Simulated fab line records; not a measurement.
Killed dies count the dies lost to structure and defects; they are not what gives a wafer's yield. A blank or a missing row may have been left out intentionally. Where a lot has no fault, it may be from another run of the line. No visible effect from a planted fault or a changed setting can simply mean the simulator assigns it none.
Matching of chambers	flow n5_finfet	N5_BEOL_M11_ETCH_65 on rie_diel-05: 4 sister chambers
The step etches SiARC in CF4, target depth 39 nm, time 65 s. 7 wafers are shown with their chamber, then 7 later ones without.

== WAFERS, EACH WITH ITS CHAMBER ==
wafer	chamber	throttle_valve_pct (%)	showerhead_plenum_p_Torr (Torr)
L079.5	0	15.99	2.11
L079.6	3	15.43	2.15
L080.2	0	15.98	2.11
L080.3	2	15.96	2.15
L080.6	1	15.39	2.08
L082.2	3	15.44	2.14
L082.4	2	15.97	2.15

== WAFERS WITH NO CHAMBER GIVEN ==
wafer	throttle_valve_pct (%)	showerhead_plenum_p_Torr (Torr)
L082.5	15.45	2.14
L084.2	15.97	2.11
L084.3	15.98	2.15
L084.4	15.46	2.14
L093.1	15.48	2.14
L093.3	16.01	2.15
L093.6	15.43	2.07

== WHICH CHAMBER EACH WENT THROUGH ==
wafer	from the rows above	in truth
L082.5	3	3
L084.2	0	0
L084.3	2	2
L084.4	3	3
L093.1	3	3
L093.3	2	2
L093.6	1	1
Correctly placed: 7 of 7. From these rows, 0 cannot be placed. Placed wrongly: 0.
How it was worked out, from the rows above alone: a wafer's distance from a chamber is the root of the sum, over the readings, of the square of ((its reading less the chamber's mean) divided by the reading's scatter). The wafer belongs to the nearest chamber; if the next one is less than 2 further off, it can't be placed. A chamber's mean is the mean of its shown wafers. How the scatter is found: for the shown wafers, subtract from each reading the mean of its chamber, square and add these, divide the total by (wafers less chambers), then take the root.
